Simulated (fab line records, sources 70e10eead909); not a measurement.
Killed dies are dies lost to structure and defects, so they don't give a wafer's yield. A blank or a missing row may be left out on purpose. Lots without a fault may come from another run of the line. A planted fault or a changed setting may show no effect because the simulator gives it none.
fab line records | flow nand_harc
record lots=12 wafers=36 last_day=25
route steps=1159 shown A_CONTACT@866
lots that met no fault: from a run of the same line without faults
start_h: hours from the record's first day to the start of the lot's first wafer shown | wait_h: hours since the lot's step before | " the same as in the row above | L1.1+2: a row that stands for several wafers | - no value, or no start given | * or withheld: withheld | < > ~ a bound
route shown NAME@n: a module of which the file shows steps, and the number in the route of the first | usual: mean/standard deviation of fault-free wafers | same: alike in all rows | chamber/n: place in a boat | sites: the reading at each site | _std_site: their standard deviation | _edge_site: outer sites' mean less inner sites' | radius_mm: how far each site lies from the wafer's centre | mask NAME#n: copy n | behind: the tool/chamber that last shaped the wafer | hold: why the lot was held/for how many hours/how that ended | device: the transistor (n, p or np) that didn't switch | end of line: the same wafers' tests at the end of the route | a step without rows: its recipe alone | killed: dies lost to structure and defects at the first sort, not the wafer's yield | map: a wafer's dies, x killed, . not, _ none there
set.NAME: the setting as run; set.NAME@STEP: as run at that earlier step | model.NAME: the simulator's own value behind a step, which no gauge read
steps of the route over a sample of lots; a table a step, a row a wafer
services: from which hour (start_h, from the record's first day; less than 0 if before it) a tool's chamber was out of use, for how many hours, and why
## steps
# step NHARC_A_CONTACT_ETCH_115
# recipe source_w=withheld pressure_mtorr=20 bias_v=3000 time_s=94 target_depth_a=9220 ar_flow_sccm=withheld c4f8_flow_sccm=withheld o2_flow_sccm=withheld chemistry=C4F8/O2/Ar
# usual chamber_pressure_mTorr=19.999/0.018 run_length_s=94/0
# columns lot.wafer tool chamber start_h wait_h chamber_pressure_mTorr rf_hours_counter_h run_length_s
L751.2 har_cap_etch-02 0 371.53 0.1 20.020 11 94
L751.3 " 0 " " 19.931 - 94
L751.5 " 1 " " 19.992 - 94
L753.1 har_cap_etch-03 1 381.80 0.1 20.001 84 94
L753.3 " 1 " " 19.987 - 94
L753.6 " 1 " " 20.012 - 94
L756.1 har_cap_etch-01 1 406.31 0.1 19.991 62 94
L756.6 " 0 " " 20.031 - 94
L756.5 " 1 " " 20.009 - 94
L761.3 har_cap_etch-03 0 412.74 0.1 19.984 - 94
L761.4 " 1 " " 20.013 - 94
L761.6 " 1 " " 19.973 - 94
L759.1 har_cap_etch-02 1 425.02 0.1 20.016 18 94
L759.4 " 1 " " 19.994 - 94
L759.5 " 0 " " 20.002 - 94
L760.1 har_cap_etch-03 0 426.75 0.1 20.032 91 94
L760.2 " 1 " " 19.990 91 94
L760.6 " 0 " " 19.957 - 94
L758.3 har_cap_etch-01 0 429.86 0.1 20.013 - 94
L758.4 " 1 " " 19.980 - 94
L758.6 " 1 " " 20.002 - 94
L763.2 har_cap_etch-01 0 439.42 0.1 20.041 68 94
L763.3 " 0 " " 20.023 - 94
L763.5 " 1 " " 20.021 - 94
L764.4 har_cap_etch-01 1 443.27 0.1 19.972 - 94
L764.6 " 0 " " 20.001 - 94
L764.5 " 1 " " 20.015 - 94
L771.4 har_cap_etch-01 0 478.98 0.1 19.992 - 94
L771.6 " 0 " " 19.996 - 94
L771.5 " 1 " " 20.018 - 94
L772.1 har_cap_etch-03 1 506.89 0.1 20.004 106 94
L772.5 " 1 " " 19.982 - 94
L772.6 " 0 " " 19.984 - 94
L773.1 har_cap_etch-01 1 513.38 0.1 20.003 80 94
L773.2 " 0 " " 20.008 80 94
L773.4 " 0 " " 19.991 - 94
# step NHARC_A_CONTACT_ETCH_120
# recipe source_w=withheld pressure_mtorr=20 bias_v=3000 time_s=94 target_depth_a=9220 ar_flow_sccm=withheld c4f8_flow_sccm=withheld o2_flow_sccm=withheld chemistry=C4F8/O2/Ar
# usual chamber_pressure_mTorr=19.999/0.021 run_length_s=94/0
# columns lot.wafer tool chamber start_h wait_h chamber_pressure_mTorr rf_hours_counter_h run_length_s
L751.2 har_cap_etch-02 0 372.13 0.1 20.026 11 94
L751.3 " 0 " " 20.008 - 94
L751.5 " 1 " " 19.968 - 94
L753.1 har_cap_etch-03 1 382.26 0.1 20.006 85 94
L753.3 " 1 " " 19.992 - 94
L753.6 " 1 " " 19.979 - 94
L756.1 har_cap_etch-01 1 406.76 0.1 20.000 63 94
L756.6 " 0 " " 19.967 - 94
L756.5 " 1 " " 19.979 - 94
L761.3 har_cap_etch-03 0 413.20 0.1 19.996 - 94
L761.4 " 1 " " 19.980 - 94
L761.6 " 1 " " 19.987 - 94
L759.1 har_cap_etch-02 1 425.47 0.1 20.049 18 94
L759.4 " 1 " " 19.977 - 94
L759.5 " 0 " " 20.011 - 94
L760.1 har_cap_etch-03 0 427.20 0.1 19.987 91 94
L760.2 " 1 " " 19.959 91 94
L760.6 " 0 " " 20.009 - 94
L758.3 har_cap_etch-01 0 430.32 0.1 19.977 - 94
L758.4 " 1 " " 19.991 - 94
L758.6 " 1 " " 20.000 - 94
L763.2 har_cap_etch-01 0 439.88 0.1 20.030 69 94
L763.3 " 0 " " 20.016 - 94
L763.5 " 1 " " 20.010 - 94
L764.4 har_cap_etch-01 1 443.73 0.1 19.996 - 94
L764.6 " 0 " " 20.035 - 94
L764.5 " 1 " " 20.009 - 94
L771.4 har_cap_etch-01 0 479.59 0.1 20.007 - 94
L771.6 " 0 " " 20.007 - 94
L771.5 " 1 " " 19.982 - 94
L772.1 har_cap_etch-03 1 507.34 0.1 19.999 106 94
L772.5 " 1 " " 20.005 - 94
L772.6 " 0 " " 20.032 - 94
L773.1 har_cap_etch-01 1 513.84 0.1 19.986 80 94
L773.2 " 0 " " 19.943 80 94
L773.4 " 0 " " 20.029 - 94
# step NHARC_A_CONTACT_ETCH_90
# recipe target_depth_a=400 over_etch_frac=0.5 time_s=85.7 ion_energy_ev=120 ch3f_flow_sccm=50 o2_flow_sccm=30 ar_flow_sccm=200 rf_w=500 bias_w=100 chemistry=CH3F/O2
# usual chamber_pressure_mTorr=25.001/0.027 drypump_motor_current_A=5.9/0.59 mfc_ar_sccm=200.0/0.53 oes_product_au=0.95/0.037 rf_vpp_V=244.3/1.7 run_length_s=107.0/0.53 showerhead_plenum_p_Torr=2.45/0.11 throttle_valve_pct=20.662/0.0089
# columns lot.wafer tool chamber start_h wait_h chamber_pressure_mTorr drypump_motor_current_A mfc_ar_sccm oes_product_au rf_hours_counter_h rf_vpp_V run_length_s showerhead_plenum_p_Torr throttle_valve_pct
L751.3 rie_diel-12 3 373.22 0.5 25.008 6.0 199.8 0.95 59 242.2 107.4 2.30 20.670
L751.2 " 1 " " 25.040 6.1 201.1 0.93 52 243.3 107.2 2.37 20.668
L751.5 " 2 " " 25.010 6.2 200.1 0.92 - 242.7 107.7 2.29 20.665
L753.3 rie_diel-11 0 383.12 0.4 25.053 5.9 199.5 0.92 2 247.1 107.8 2.60 20.660
L753.1 " 3 " " 25.002 6.3 201.0 0.94 2 243.3 106.3 2.40 20.651
L753.6 " 1 " " 25.021 6.6 200.1 0.93 - 245.5 106.5 2.47 20.662
L756.1 rie_diel-11 0 407.64 0.5 24.933 5.9 201.0 0.91 6 245.8 108.0 2.60 20.660
L756.6 " 2 " " 25.003 4.8 200.2 0.91 - 242.7 107.0 2.38 20.648
L756.5 " 3 " " 25.000 6.2 200.3 0.94 - 242.7 106.2 2.40 20.656
L761.4 rie_diel-11 0 414.04 0.4 24.998 5.9 199.7 0.97 7 247.3 107.8 2.60 20.664
L761.3 " 1 " " 25.036 6.7 201.2 1.00 6 244.6 106.7 2.47 20.655
L761.6 " 0 " " 24.994 5.9 199.1 0.97 - 245.0 107.8 2.60 20.654
L759.1 rie_diel-12 3 426.32 0.5 24.998 6.0 200.3 0.99 14 243.3 106.9 2.29 20.663
L759.5 " 3 " " 25.015 6.0 200.2 1.00 - 243.1 106.9 2.29 20.648
L759.4 " 2 " " 24.971 6.2 199.9 1.00 - 242.0 107.4 2.29 20.670
L760.1 rie_diel-13 2 428.08 0.5 25.042 6.4 199.7 0.95 54 240.8 107.1 2.27 20.667
L760.2 " 0 " " 24.947 5.5 199.7 0.95 60 246.0 106.4 2.61 20.669
L760.6 " 3 " " 24.994 6.3 200.0 0.95 - 245.4 106.7 2.54 20.676
L758.3 rie_diel-11 1 431.17 0.4 25.058 6.6 200.0 0.93 12 245.2 106.8 2.47 20.659
L758.4 " 2 " " 24.981 4.8 199.8 0.92 11 244.3 107.0 2.38 20.666
L758.6 " 0 " " 25.011 5.9 199.7 0.92 - 247.1 107.7 2.60 20.676
L763.2 rie_diel-13 2 440.80 0.6 24.980 6.4 199.9 0.95 59 242.8 106.9 2.27 20.656
L763.3 " 3 " " 24.965 6.3 200.3 0.93 63 244.9 106.1 2.54 20.649
L763.5 " 1 " " 24.989 5.3 200.9 0.92 - 245.3 106.8 2.54 20.644
L764.4 rie_diel-11 0 444.60 0.4 24.939 5.9 200.9 0.98 14 246.1 107.9 2.59 20.671
L764.6 " 3 " " 24.971 6.3 200.2 1.02 - 242.5 106.6 2.40 20.659
L764.5 " 0 " " 24.993 5.9 200.2 0.99 - 248.0 107.9 2.59 20.673
L771.4 rie_diel-11 2 480.65 0.5 25.030 4.8 199.5 0.97 22 241.9 107.3 2.38 20.668
L771.6 " 0 " " 25.010 5.9 200.3 0.97 - 245.6 76.1 2.59 20.664
L771.5 " 1 " " 24.995 6.6 199.4 0.99 - 245.3 106.6 2.46 20.656
L772.1 rie_diel-12 3 508.23 0.6 25.025 5.9 199.1 0.99 45 241.9 106.7 2.28 20.660
L772.5 " 2 " " 25.007 6.2 199.3 1.00 - 241.4 107.5 2.28 20.648
L772.6 " 1 " " 25.036 6.1 199.3 1.00 - 242.7 107.2 2.35 20.670
L773.1 rie_diel-13 1 514.73 0.6 25.014 5.3 199.2 1.01 18 246.2 107.0 2.53 20.658
L773.2 " 2 " " 25.014 6.4 200.7 1.02 18 246.9 107.2 2.65 20.673
L773.4 " 3 " " 25.013 6.3 200.2 1.02 19 245.7 106.3 2.53 20.655
# step NHARC_A_CONTACT_DEP_58
# recipe target_thk_a=600 target_thk_nm=60 temp_c=400 pressure_torr=3.5 flow_sccm=200 rf_w=350 material=SiON
# usual heater_power_w=762/69
# columns lot.wafer tool chamber start_h wait_h heater_power_w
L751.2 pecvd-01 1 376.71 1.4 699
L751.3 " 2 " " 685
L751.5 " 1 " " 702
L753.1 pecvd-03 2 386.23 1.4 869
L753.3 " 1 " " 923
L753.6 " 1 " " 914
L756.1 pecvd-04 0 413.65 1.5 681
L756.6 " 0 " " 665
L756.5 " 1 " " 794
L761.3 pecvd-03 0 419.94 0.9 775
L761.6 " 1 " " 888
L761.4 " 2 " " 813
L759.1 pecvd-03 1 430.55 1.5 862
L759.4 " 1 " " 885
L759.5 " 2 " " 803
L760.2 pecvd-04 0 432.33 1.2 708
L760.1 " 1 " " 771
L760.6 " 2 " " 683
L758.3 pecvd-03 1 436.34 0.9 856
L758.6 " 1 " " 857
L758.4 " 2 " " 777
L763.2 pecvd-01 2 444.56 1.2 672
L763.3 " 0 " " 776
L763.5 " 1 " " 718
L764.6 pecvd-01 1 447.75 0.1 820
L764.5 " 2 " " 683
L764.4 " 0 " " 744
L771.5 pecvd-04 2 484.58 0.4 694
L771.6 " 0 " " 698
L771.4 " 1 " " 797
L772.1 pecvd-04 2 512.88 1.4 691
L772.6 " 2 " " 705
L772.5 " 0 " " 709
L773.2 pecvd-03 2 518.22 1.2 855
L773.1 " 0 " " 786
L773.4 " 1 " " 768
## services
# columns tool chamber start_h hours kind
rie_diel-11 0 356.30 4.6 repair
rie_diel-11 - 366.64 9.0 pm
rie_diel-11 0 366.64 9.0 vent_cycle
rie_diel-11 1 366.64 9.0 vent_cycle
rie_diel-11 2 366.64 9.0 vent_cycle
rie_diel-11 3 366.64 9.0 vent_cycle
rie_diel-11 0 375.64 - clean
rie_diel-11 1 375.64 - clean
rie_diel-11 2 375.64 - clean
rie_diel-11 3 375.64 - clean
pecvd-04 - 376.11 13.0 pm
pecvd-03 2 376.65 4.3 repair
rie_diel-12 - 379.58 9.0 pm
rie_diel-11 0 400.14 - clean
rie_diel-11 1 400.14 - clean
pecvd-04 0 416.91 15.0 repair
pecvd-01 - 418.20 13.0 pm
rie_diel-12 0 424.00 7.0 repair
rie_diel-11 - 432.78 0.4 repair
rie_diel-12 1 447.06 3.3 repair
rie_diel-13 - 453.00 9.0 pm
pecvd-03 - 473.23 13.0 pm
pecvd-04 - 490.51 1.0 repair
rie_diel-12 0 491.23 22.6 repair
## key
first_sign step=NHARC_A_CONTACT_ETCH_90 reading=run_length_s direction=down sigmas=59 usual=* struck=*
effect none on later readings
met_at NHARC_A_CONTACT_ETCH_90
struck_lots L771
struck_wafers L771.6
tester_left_out L771
not_acting_at NHARC_A_CONTACT_ETCH_115,NHARC_A_CONTACT_ETCH_120,NHARC_A_CONTACT_DEP_58
onset_between 444.60 480.65
fault kind=process_parameter_drift tool=rie_diel-11 chamber=0 onset_h=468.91 steps=NHARC_A_CONTACT_ETCH_90 channel=time_s offset=* shape=step end_h=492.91 acts_in=* stated=*
# tester_left_out: of these lots the tester's yield and bins aren't shown, on N5 and GAA mostly nor the transistor test; their killed dies are dies lost to structure and defects alone, not to doping, threshold or leakage, so they don't give the yield
